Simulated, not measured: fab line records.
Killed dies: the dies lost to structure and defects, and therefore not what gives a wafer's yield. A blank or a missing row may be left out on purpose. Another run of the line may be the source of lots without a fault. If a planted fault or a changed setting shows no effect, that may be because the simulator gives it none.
fab line records ; flow n5-finfet
[record] lots = 6; wafers = 18; last-day = 18
route steps=1938 shown BEOL_M6@1219 PASSIVATION@1936
lots that met no fault: taken from a fault-free run of the same line
start-h: the number of hours between the record's first day and the start of the first shown wafer of the lot ; wait-h: hours from the lot's prior step to this one ; " the same as in the row above ; L1.1+2: a row that stands for several wafers ; - no value, or no start given ; * or withheld: withheld ; < > ~ a bound
route shown NAME@n: NAME is a module with steps in the file, n the number in the route of the first one ; usual: average and standard deviation across the fault-free wafers ; same: alike in all rows ; chamber/n: place in a boat ; sites: each site's reading ; _std_site: standard deviation across them ; _edge_site: outer sites' mean less inner sites' ; radius-mm: how far each site lies from the wafer's centre ; mask NAME#n: copy n ; behind: tool/chamber where the wafer was last shaped ; hold: the reason the lot was held/the length of the hold in hours/how it ended ; device: whichever transistor did not switch (one of n, p or np) ; end of line: the tests these same wafers got at the end of their route ; a step given without rows: its recipe and nothing more ; killed: not the wafer's yield, but the dies lost to structure and defects at the first sort ; map: a wafer's dies, x killed, . not, _ none there
set.NAME: the setting as run; set.NAME@STEP: as run at that earlier step ; model.NAME: the simulator's own value behind a step, which no gauge read
a table for each step, a row for each wafer; lots at some steps of the route
services: when a tool's chamber went out of use (start-h, in hours from the record's first day, below 0 if earlier), for how many hours, and the reason
[[steps]]
[step N5_BEOL_M6_COAT_64]
[recipe] resist = SiARC; temp-c = 220; time-s = 60; spin-rpm = 1500; resist-thk-nm = 12
[step N5_BEOL_M6_COAT_71]
[recipe] resist = underlayer; temp-c = 205; time-s = 60; spin-rpm = 1500; resist-thk-nm = 5
[step N5_BEOL_M6_COAT_22]
[recipe] resist = CAR-EUV; spin-rpm = 1500; resist-thk-nm = 30
[step N5_BEOL_M6_EBR_24]
[recipe] solvent = PGMEA; ebr-width-mm = 1.5
[step N5_BEOL_M6_SOFTBAKE_23]
[recipe] temp-c = 110; time-s = 60; resist = CAR-EUV
[step N5_BEOL_M6_EXPOSE_25]
[recipe] mask-id = V5; na = 0.33; source-shape = annular; sigma-inner = 0.4; sigma-outer = 0.8; polarization = unpolarized; target-cd-nm = 40; dose-mj = 45
[step N5_BEOL_M6_PEB_26]
[recipe] peb-temp-c = 100; peb-time-s = 60; resist = CAR-EUV
[step N5_BEOL_M6_DEVELOP_27]
[recipe] develop-time-s = 30; developer = TMAH; resist = CAR-EUV; rinse-liquid = surfactant-rinse; dry = air-spin; dev-temp-c = 23
[step N5_BEOL_M6_CD_MEAS_28]
[recipe] target-cd-nm = 40; landing-energy-ev = 500; detector = se-inlens
[usual] cd-nm = 39.90/0.26
lot.wafer;tool;chamber;start-h;wait-h;cd-nm
L355.1;cd-sem-03;0;202.58;-;39.84
L355.3;cd-sem-03;0;202.58;-;39.92
L355.5;cd-sem-03;0;202.58;-;39.77
L359.2;cd-sem-02;0;219.02;-;40.07
L359.4;cd-sem-02;0;219.02;-;40.06
L359.6;cd-sem-02;0;219.02;-;39.67
L360.1;cd-sem-02;0;219.91;-;40.10
L360.2;cd-sem-02;0;219.91;-;40.01
L360.3;cd-sem-02;0;219.91;-;40.01
L372.1;cd-sem-03;0;288.39;-;39.75
L372.4;cd-sem-03;0;288.39;-;40.23
L372.5;cd-sem-03;0;288.39;-;40.14
L374.1;cd-sem-03;0;324.30;-;40.05
L374.5;cd-sem-03;0;324.30;-;40.08
L374.6;cd-sem-03;0;324.30;-;39.42
L376.1;cd-sem-03;0;325.60;-;39.43
L376.2;cd-sem-03;0;325.60;-;39.90
L376.6;cd-sem-03;0;325.60;-;39.89
[step N5_BEOL_M6_OVL_MEAS_29]
[recipe] points-per-wafer = 522
[usual] V5_OVL = 0.0/0.66
lot.wafer;tool;chamber;start-h;wait-h;V5_OVL[nm]
L355.1;overlay-02;0;202.61;0.0;-0.2
L355.3;overlay-02;0;202.61;0.0;-0.4
L355.5;overlay-02;0;202.61;0.0;0.6
L359.2;overlay-01;0;219.05;0.0;1.2
L359.4;overlay-01;0;219.05;0.0;0.4
L359.6;overlay-01;0;219.05;0.0;0.5
L360.1;overlay-02;0;219.94;0.0;-0.7
L360.2;overlay-02;0;219.94;0.0;-0.8
L360.3;overlay-02;0;219.94;0.0;0.2
L372.1;overlay-02;0;288.42;0.0;0.1
L372.4;overlay-02;0;288.42;0.0;0.8
L372.5;overlay-02;0;288.42;0.0;0.8
L374.1;overlay-01;0;324.33;0.0;-0.7
L374.5;overlay-01;0;324.33;0.0;-0.5
L374.6;overlay-01;0;324.33;0.0;-0.2
L376.1;overlay-01;0;325.63;0.0;0.5
L376.2;overlay-01;0;325.63;0.0;-0.6
L376.6;overlay-01;0;325.63;0.0;-0.4
[step N5_BEOL_M6_INSPECT_30]
[recipe] mode = adi; inspect-instrument = brightfield
[usual] raw-defect-count = 412/97
lot.wafer;tool;chamber;start-h;wait-h;raw-defect-count
L355.1;defect-inspect-02;-;202.67;0.1;270
L355.3;defect-inspect-02;-;202.67;0.1;420
L355.5;defect-inspect-02;-;202.67;0.1;383
L359.2;defect-inspect-02;-;219.11;0.0;326
L359.4;defect-inspect-02;-;219.11;0.0;305
L359.6;defect-inspect-02;-;219.11;0.0;443
L360.1;defect-inspect-02;-;220.00;0.1;290
L360.2;defect-inspect-02;-;220.00;0.1;228
L360.3;defect-inspect-02;-;220.00;0.1;441
L372.1;defect-inspect-01;-;288.47;0.1;530
L372.4;defect-inspect-01;-;288.47;0.1;510
L372.5;defect-inspect-01;-;288.47;0.1;313
L374.1;defect-inspect-02;-;324.39;0.1;415
L374.5;defect-inspect-02;-;324.39;0.1;357
L374.6;defect-inspect-02;-;324.39;0.1;361
L376.1;defect-inspect-01;-;325.69;0.1;363
L376.2;defect-inspect-01;-;325.69;0.1;474
L376.6;defect-inspect-01;-;325.69;0.1;411
[step N5_BEOL_M6_DESCUM_33]
[recipe] chemistry = O2; time-s = 7; source-power-w = 50; bias-power-w = 20; pressure-mtorr = 20; rf-frequency-hz = 2.712e+07; temp-c = 40; resist = CAR-EUV; o2-flow-sccm = 225
[usual] drypump-motor-current-A = 5.9/0.35; oes-product-au = 0.83/0.078; rf-vpp-V = 243.6/1.1; showerhead-plenum-p-Torr = 2.13/0.06; throttle-valve-pct = 20.47/0.23
lot.wafer;tool;chamber;start-h;wait-h;drypump-motor-current-A;oes-product-au;rf-hours-counter-h;rf-vpp-V;showerhead-plenum-p-Torr;throttle-valve-pct
L355.1;rie-diel-06;1;202.71;0.0;6.5;0.91;26;244.5;2.15;20.70
L355.3;rie-diel-06;0;202.71;0.0;6.2;0.88;36;241.4;2.05;20.60
L355.5;rie-diel-06;0;202.71;0.0;6.2;0.88;-;240.7;2.05;20.63
L359.2;rie-diel-06;2;219.53;0.4;5.7;0.86;56;243.9;2.03;20.27
L359.4;rie-diel-06;3;219.53;0.4;5.4;0.68;-;243.5;2.06;20.75
L359.6;rie-diel-06;2;219.53;0.4;5.7;0.86;-;242.8;2.03;20.28
L360.1;rie-diel-06;3;220.30;0.3;5.4;0.67;220;243.7;2.06;20.73
L360.2;rie-diel-06;2;220.30;0.3;5.7;0.86;57;243.0;2.03;20.29
L360.3;rie-diel-06;1;220.30;0.3;6.5;0.91;32;243.2;2.15;20.70
L372.1;rie-diel-02;3;288.70;0.2;5.5;0.83;58;243.4;2.15;20.21
L372.4;rie-diel-02;1;288.70;0.2;5.5;0.70;245;242.7;2.15;20.86
L372.5;rie-diel-02;0;288.70;0.2;6.0;0.82;-;244.3;2.11;20.27
L374.1;rie-diel-01;2;324.64;0.2;5.9;0.94;16;243.6;2.15;20.37
L374.5;rie-diel-01;0;324.64;0.2;6.1;0.79;-;244.5;2.20;20.46
L374.6;rie-diel-01;1;324.64;0.2;6.1;0.85;-;241.7;2.05;20.38
L376.1;rie-diel-01;3;326.03;0.3;5.3;0.82;81;244.7;2.22;20.73
L376.2;rie-diel-01;0;326.03;0.3;6.0;0.79;105;244.3;2.20;20.45
L376.6;rie-diel-01;1;326.03;0.3;6.0;0.85;-;243.7;2.05;20.39
[step N5_BEOL_M6_ETCH_72]
[recipe] chemistry = N2/H2; target = underlayer; target-depth-a = 65; mask-material = CAR-EUV; time-s = 5.2; ion-energy-ev = 200; pressure-mtorr = 30; source-w = 840; bias-w = 150; n2-flow-sccm = 200; h2-flow-sccm = 200; ends = cleared
[usual] drypump-motor-current-A = 5.9/0.35; etch-rf-on-time-s = 5.21/0.099; h2-flow-sccm = 200.1/0.62; oes-product-au = 0.70/0.065; rf-vpp-V = 524.7/2.2; showerhead-plenum-p-Torr = 2.57/0.064; throttle-valve-pct = 17.82/0.22
lot.wafer;tool;chamber;start-h;wait-h;drypump-motor-current-A;etch-rf-on-time-s;h2-flow-sccm;oes-product-au;rf-hours-counter-h;rf-vpp-V;showerhead-plenum-p-Torr;throttle-valve-pct
L355.1;rie-diel-06;1;202.74;0.0;6.6;5.25;201.6;0.76;26;525.1;2.59;17.91
L355.3;rie-diel-06;0;202.74;0.0;6.2;5.00;199.9;0.76;36;523.3;2.48;18.10
L355.5;rie-diel-06;0;202.74;0.0;6.2;5.00;200.1;0.76;-;522.3;2.48;18.08
L359.2;rie-diel-06;2;219.56;0.0;5.7;3.22;200.6;0.98;56;523.2;2.48;17.89
L359.4;rie-diel-06;3;219.56;0.0;5.4;3.35;199.5;0.76;-;523.1;2.50;18.28
L359.6;rie-diel-06;2;219.56;0.0;5.7;3.25;200.3;0.97;-;523.1;2.48;17.90
L360.1;rie-diel-06;3;220.34;0.0;5.4;3.39;199.0;0.75;220;522.9;2.50;18.24
L360.2;rie-diel-06;2;220.34;0.0;5.7;3.23;200.1;0.96;57;520.4;2.48;17.91
L360.3;rie-diel-06;1;220.34;0.0;6.5;3.34;199.9;0.97;32;526.9;2.59;17.97
L372.1;rie-diel-02;3;288.73;0.0;5.5;5.27;199.6;0.71;58;527.1;2.59;17.57
L372.4;rie-diel-02;1;288.73;0.0;5.5;5.29;200.4;0.60;245;523.1;2.58;18.04
L372.5;rie-diel-02;0;288.73;0.0;6.0;5.24;199.8;0.69;-;525.4;2.56;17.69
L374.1;rie-diel-01;2;324.67;0.0;5.9;5.18;199.7;0.80;16;525.8;2.58;17.57
L374.5;rie-diel-01;0;324.67;0.0;6.1;5.21;199.6;0.67;-;526.7;2.68;17.90
L374.6;rie-diel-01;1;324.67;0.0;6.1;5.30;200.7;0.72;-;521.4;2.48;17.78
L376.1;rie-diel-01;3;326.07;0.0;5.3;5.03;199.3;0.70;81;525.3;2.66;17.99
L376.2;rie-diel-01;0;326.07;0.0;6.0;5.12;200.8;0.69;105;529.0;2.68;17.89
L376.6;rie-diel-01;1;326.07;0.0;6.1;5.26;200.1;0.73;-;520.9;2.48;17.77
[step N5_BEOL_M6_ETCH_65]
[recipe] chemistry = CF4; target = SiARC; target-depth-a = 156; mask-material = CAR-EUV; time-s = 26; ion-energy-ev = 80; pressure-mtorr = 40; source-w = 545; bias-w = 36; Ar_flow_sccm = 100; cf4-flow-sccm = 100; ends = cleared
[usual] cf4-flow-sccm = 100.0/0.32; drypump-motor-current-A = 5.9/0.35; etch-rf-on-time-s = 26.1/0.48; oes-product-au = 0.70/0.065; rf-vpp-V = 184.4/0.99; showerhead-plenum-p-Torr = 2.16/0.056; throttle-valve-pct = 15.56/0.28
lot.wafer;tool;chamber;start-h;wait-h;cf4-flow-sccm;drypump-motor-current-A;etch-rf-on-time-s;oes-product-au;rf-hours-counter-h;rf-vpp-V;showerhead-plenum-p-Torr;throttle-valve-pct
L355.1;rie-diel-06;1;202.76;0.0;100.2;6.5;26.2;0.76;26;185.2;2.18;15.66
L355.3;rie-diel-06;0;202.76;0.0;100.3;6.2;25.3;0.76;36;183.5;2.10;15.65
L355.5;rie-diel-06;0;202.76;0.0;99.7;6.2;25.0;0.76;-;182.6;2.10;15.65
L359.2;rie-diel-06;2;219.58;0.0;99.9;5.7;26.0;0.73;56;183.3;2.09;15.45
L359.4;rie-diel-06;3;219.58;0.0;100.4;5.4;26.7;0.57;-;184.1;2.12;15.97
L359.6;rie-diel-06;2;219.58;0.0;99.8;5.7;26.0;0.73;-;182.9;2.09;15.46
L360.1;rie-diel-06;3;220.35;0.0;99.5;5.4;26.8;0.58;220;183.4;2.12;15.99
L360.2;rie-diel-06;2;220.35;0.0;99.8;5.7;26.0;0.73;57;183.5;2.09;15.46
L360.3;rie-diel-06;1;220.35;0.0;99.8;6.5;26.3;0.75;32;185.0;2.18;15.66
L372.1;rie-diel-02;3;288.75;0.0;100.1;5.5;26.4;0.70;58;184.3;2.18;15.22
L372.4;rie-diel-02;1;288.75;0.0;99.9;5.5;26.3;0.59;245;184.3;2.20;16.14
L372.5;rie-diel-02;0;288.75;0.0;100.3;6.0;25.9;0.69;-;184.9;2.15;15.42
L374.1;rie-diel-01;2;324.69;0.0;99.9;5.9;26.2;0.80;16;185.2;2.18;15.32
L374.5;rie-diel-01;0;324.69;0.0;100.4;6.0;25.6;0.68;-;184.6;2.24;15.56
L374.6;rie-diel-01;1;324.69;0.0;99.7;6.1;27.0;0.72;-;183.1;2.08;15.37
L376.1;rie-diel-01;3;326.08;0.0;100.4;5.3;25.0;0.70;81;186.7;2.26;15.79
L376.2;rie-diel-01;0;326.08;0.0;100.4;6.1;25.4;0.68;105;184.8;2.24;15.57
L376.6;rie-diel-01;1;326.08;0.0;100.2;6.1;26.5;0.72;-;182.8;2.08;15.40
[step N5_PASSIVATION_PROBE_49]
[usual] defect-limited-yield = 91.2/1.3; killed_at_M0_to_M3 = 34/10; killed_at_M4_up = 13/4.6; killed-at-contacts = 13/5.5; killed-at-front-end = 41/12; killed-at-other = 2.8/2.4; killed-dies = 104/16; killed-on-rim = 14/4.2; killed-open = 67/12; killed-short = 33/7.2; sort_bin_5_function = 5.1/0.86; sort_bin_6_memory = 3.3/0.62; sort-n-pass = 1076/16; sort-yield-pct = 91.2/1.3
[same] gross-dies = 1180; killed-at-back-side = 0; sort_bin_4_leakage[%] = 0; sort_bin_8_speed[%] = 0
lot.wafer;tool;chamber;start-h;wait-h;defect-limited-yield[%];killed_at_M0_to_M3;killed_at_M4_up;killed-at-contacts;killed-at-front-end;killed-at-other;killed-dies;killed-on-rim;killed-open;killed-short;sort_bin_5_function[%];sort_bin_6_memory[%];sort-n-pass;sort-yield-pct[%]
L355.1;prober-02;-;293.92;0.0;92.5;25;11;6;43;4;89;10;62;26;4.7;2.8;1091;92.5
L355.3;prober-02;-;294.02;0.1;91.4;32;11;12;41;5;101;15;66;34;4.2;4.2;1079;91.4
L355.5;prober-02;-;294.12;0.2;90.8;14;11;16;66;2;109;12;82;25;5.9;3.2;1071;90.8
L360.1;prober-01;-;317.22;0.0;92.9;29;11;6;36;2;84;12;56;21;4.2;2.5;1096;92.9
L360.2;prober-01;-;317.27;0.1;93.5;22;14;13;26;2;77;9;49;21;3.7;2.6;1103;93.5
L360.3;prober-01;-;317.32;0.1;91.8;44;13;6;34;0;97;6;65;28;5.7;2.5;1083;91.8
L359.2;prober-02;-;317.44;0.1;89.5;23;23;7;63;8;124;19;85;35;6.4;3.7;1056;89.5
L359.4;prober-02;-;317.54;0.2;91.5;25;8;5;57;5;100;16;59;28;4.7;2.9;1080;91.5
L359.6;prober-02;-;317.64;0.3;91.7;35;7;11;43;2;98;12;65;28;5.1;2.8;1082;91.7
L372.1;prober-02;-;368.44;0.0;89.4;63;19;14;27;2;125;10;72;44;6.2;4.1;1055;89.4
L372.4;prober-02;-;368.59;0.2;90.2;46;15;17;37;1;116;16;71;42;6.0;3.3;1064;90.2
L372.5;prober-02;-;368.64;0.2;91.4;33;19;13;35;1;101;8;57;31;5.0;3.0;1079;91.4
L374.1;prober-01;-;407.30;0.0;93.1;23;14;7;33;5;82;16;51;24;4.3;2.5;1098;93.1
L374.5;prober-01;-;407.50;0.2;92.1;20;12;18;42;1;93;10;65;24;4.9;2.6;1087;92.1
L374.6;prober-01;-;407.55;0.3;91.9;21;9;18;47;1;96;8;65;29;4.7;3.3;1084;91.9
L376.1;prober-02;-;419.84;0.0;91.2;22;13;15;53;1;104;12;65;36;4.6;3.6;1076;91.2
L376.2;prober-02;-;419.89;0.1;91.3;34;12;14;42;1;103;13;63;34;4.9;3.4;1077;91.3
L376.6;prober-02;-;420.09;0.3;91.6;29;11;6;53;0;99;7;64;30;5.6;2.7;1081;91.6
// killed by level:class
L355.1 FIN_SAQP:geometric-particle:open=22 BEOL_M0_SAQP:geometric-particle:open=9 FIN_SAQP:geometric-particle:short=7 MOL_CONTACT_COAG:geometric-particle:open=6 BEOL_M5:geometric-particle:open=6 BEOL_M1:geometric-particle:short=4 BEOL_M3:geometric-particle:open=4 BEOL_M2:geometric-particle:open=3
L355.3 MOL_CONTACT_COAG:geometric-particle:open=10 FIN_SAQP:geometric-particle:open=9 BEOL_M3:geometric-particle:open=7 FIN_SAQP:geometric-particle:short=6 BEOL_M0_SAQP:geometric-particle:open=6 BEOL_M2:geometric-particle:open=5 STARTING-WAFER:geometric-particle:open=4 STI_FIN_REVEAL:geometric-particle:open=4
L355.5 FIN_SAQP:geometric-particle:open=28 MOL_CONTACT_COAG:geometric-particle:open=15 FIN_SAQP:geometric-particle:short=11 BEOL_M4:geometric-particle:open=8 DUMMY_GATE:geometric-particle:open=7 GATE_CUT:geometric-particle:short=4 GATE_CUT:geometric-particle:open=4 STARTING-WAFER:geometric-particle:open=3
L360.1 FIN_SAQP:geometric-particle:short=9 BEOL_M1:geometric-particle:open=7 MOL_CONTACT_COAG:geometric-particle:open=6 BEOL_M2:geometric-particle:open=6 FIN_SAQP:geometric-particle:open=5 STI_FIN_REVEAL:geometric-particle:open=5 STARTING-WAFER:geometric-particle:open=5 BEOL_M4:geometric-particle:open=4
L360.2 MOL_CONTACT_COAG:geometric-particle:open=10 BEOL_M1:geometric-particle:open=7 FIN_SAQP:geometric-particle:short=6 BEOL_M4:geometric-particle:open=5 DUMMY_GATE:geometric-particle:open=4 BEOL_M2:geometric-particle:open=4 STARTING-WAFER:geometric-particle:open=4 FIN_SAQP:geometric-particle:open=3
L360.3 BEOL_M2:geometric-particle:open=9 FIN_SAQP:geometric-particle:short=8 BEOL_M4:geometric-particle:open=8 STI_FIN_REVEAL:geometric-particle:open=7 BEOL_M1:geometric-particle:open=7 BEOL_M0_SAQP:geometric-particle:short=6 BEOL_M3:geometric-particle:open=6 DUMMY_GATE:geometric-particle:open=5
L359.2 FIN_SAQP:geometric-particle:open=14 FIN_SAQP:geometric-particle:short=12 BEOL_M4:geometric-particle:open=8 DUMMY_GATE:geometric-particle:open=7 STI_FIN_REVEAL:geometric-particle:open=6 BEOL_M3:geometric-particle:open=6 STARTING-WAFER:geometric-particle:short=6 MOL_CONTACT_COAG:geometric-particle:open=5
L359.4 FIN_SAQP:geometric-particle:open=15 FIN_SAQP:geometric-particle:short=8 STI_FIN_REVEAL:geometric-particle:open=7 BEOL_M3:geometric-particle:open=7 GATE_CUT:geometric-particle:short=5 HKMG_FIN:area-etch=5 DUMMY_GATE:geometric-particle:open=4 MOL_CONTACT_COAG:geometric-particle:open=4
L359.6 BEOL_M3:geometric-particle:open=11 FIN_SAQP:geometric-particle:short=8 MOL_CONTACT_COAG:geometric-particle:open=8 FIN_SAQP:geometric-particle:open=7 DUMMY_GATE:geometric-particle:open=7 BEOL_M0_SAQP:geometric-particle:open=6 BEOL_M0_SAQP:geometric-particle:short=6 BEOL_M2:geometric-particle:open=6
L372.1 BEOL_M0_SAQP:geometric-particle:open=19 BEOL_M0_SAQP:geometric-particle:short=18 BEOL_M4:geometric-particle:open=10 MOL_CONTACT_COAG:geometric-particle:open=7 BEOL_M1:geometric-particle:open=7 BEOL_M2:geometric-particle:open=6 STI_FIN_REVEAL:geometric-particle:open=5 DUMMY_GATE:geometric-particle:open=5
L372.4 DUMMY_GATE:geometric-particle:open=12 BEOL_M1:geometric-particle:open=11 MOL_CONTACT_COAG:geometric-particle:open=10 BEOL_M0_SAQP:geometric-particle:open=9 MOL_CONTACT_COAG:geometric-particle:short=7 BEOL_M0_SAQP:geometric-particle:short=7 BEOL_M3:geometric-particle:open=6 BEOL_M1:geometric-particle:short=5
L372.5 BEOL_M1:geometric-particle:open=13 BEOL_M4:geometric-particle:open=9 BEOL_M0_SAQP:geometric-particle:open=9 MOL_CONTACT_COAG:geometric-particle:open=7 FIN_SAQP:geometric-particle:short=5 BEOL_M0_SAQP:geometric-particle:short=5 STI_FIN_REVEAL:geometric-particle:open=4 DUMMY_GATE:geometric-particle:open=4
L374.1 FIN_SAQP:geometric-particle:open=7 STI_FIN_REVEAL:geometric-particle:open=7 BEOL_M0_SAQP:geometric-particle:open=6 FIN_SAQP:geometric-particle:short=5 MOL_CONTACT_COAG:geometric-particle:open=5 BEOL_M1:geometric-particle:open=5 BEOL_M4:geometric-particle:open=3 STARTING-WAFER:geometric-particle:open=3
L374.5 STI_FIN_REVEAL:geometric-particle:open=18 MOL_CONTACT_COAG:geometric-particle:open=16 FIN_SAQP:geometric-particle:short=8 BEOL_M4:geometric-particle:open=6 BEOL_M1:geometric-particle:open=5 DUMMY_GATE:geometric-particle:open=4 BEOL_M0:geometric-particle:open=4 DUMMY_GATE:geometric-particle:short=2
L374.6 STI_FIN_REVEAL:geometric-particle:open=19 MOL_CONTACT_COAG:geometric-particle:open=13 STI_FIN_REVEAL:geometric-particle:short=7 DUMMY_GATE:geometric-particle:open=7 MOL_CONTACT_COAG:geometric-particle:short=5 FIN_SAQP:geometric-particle:short=4 BEOL_M1:geometric-particle:open=4 BEOL_M2:geometric-particle:open=4
L376.1 FIN_SAQP:geometric-particle:short=14 FIN_SAQP:geometric-particle:open=13 MOL_CONTACT_COAG:geometric-particle:open=11 DUMMY_GATE:geometric-particle:open=7 STI_FIN_REVEAL:geometric-particle:open=6 BEOL_M3:geometric-particle:open=6 BEOL_M2:geometric-particle:open=5 STARTING-WAFER:geometric-particle:short=5
L376.2 MOL_CONTACT_COAG:geometric-particle:open=11 BEOL_M3:geometric-particle:open=8 FIN_SAQP:geometric-particle:open=7 FIN_SAQP:geometric-particle:short=6 STI_FIN_REVEAL:geometric-particle:open=6 GATE_CUT:geometric-particle:short=5 GATE_CUT:geometric-particle:open=4 BEOL_M0:geometric-particle:open=4
L376.6 FIN_SAQP:geometric-particle:open=19 FIN_SAQP:geometric-particle:short=11 BEOL_M1:geometric-particle:open=6 STI_FIN_REVEAL:geometric-particle:open=5 BEOL_M0_SAQP:geometric-particle:open=4 GATE_CUT:geometric-particle:open=4 GATE_CUT:geometric-particle:short=4 MOL_CONTACT_COAG:geometric-particle:open=4
[[services]]
tool;chamber;start-h;hours;kind
rie-diel-01;-;189.34;0.3;repair
rie-diel-01;2;218.92;9.9;repair
rie-diel-02;0;219.88;3.8;repair
rie-diel-01;2;254.45;7.3;repair
rie-diel-01;2;261.77;-;clean
rie-diel-01;2;261.77;-;consumable-replace:focus-ring
rie-diel-01;2;261.77;11.2;scheduled-down
rie-diel-01;2;261.77;11.2;vent-cycle
rie-diel-02;1;302.20;-;clean
rie-diel-02;1;302.20;-;consumable-replace:focus-ring
rie-diel-02;1;302.20;17.0;scheduled-down
rie-diel-02;1;302.20;17.0;vent-cycle
rie-diel-06;3;303.32;-;clean
rie-diel-06;3;303.32;-;consumable-replace:focus-ring
rie-diel-06;3;303.32;15.4;scheduled-down
rie-diel-06;3;303.32;15.4;vent-cycle
rie-diel-01;2;315.73;7.1;repair
[[key]]
[first-sign] step = N5_BEOL_M6_ETCH_72; reading = etch-rf-on-time-s; direction = down; sigmas = 19; usual = *; struck = *
[effect] step = N5_BEOL_M6_ETCH_72; reading = oes-product-au; direction = up; sigmas = 3; usual = 0.70; struck = 0.90
met-at N5_BEOL_M6_ETCH_72
struck-wafers L359.2,L359.4,L359.6,L360.1,L360.2,L360.3
onset-between 202.74 219.56
[fault] kind = process-parameter-drift; tool = rie-diel-06; chamber = -; onset-h = 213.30; steps = N5_BEOL_M6_ETCH_72; channel = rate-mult; offset = 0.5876; shape = step; end-h = 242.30
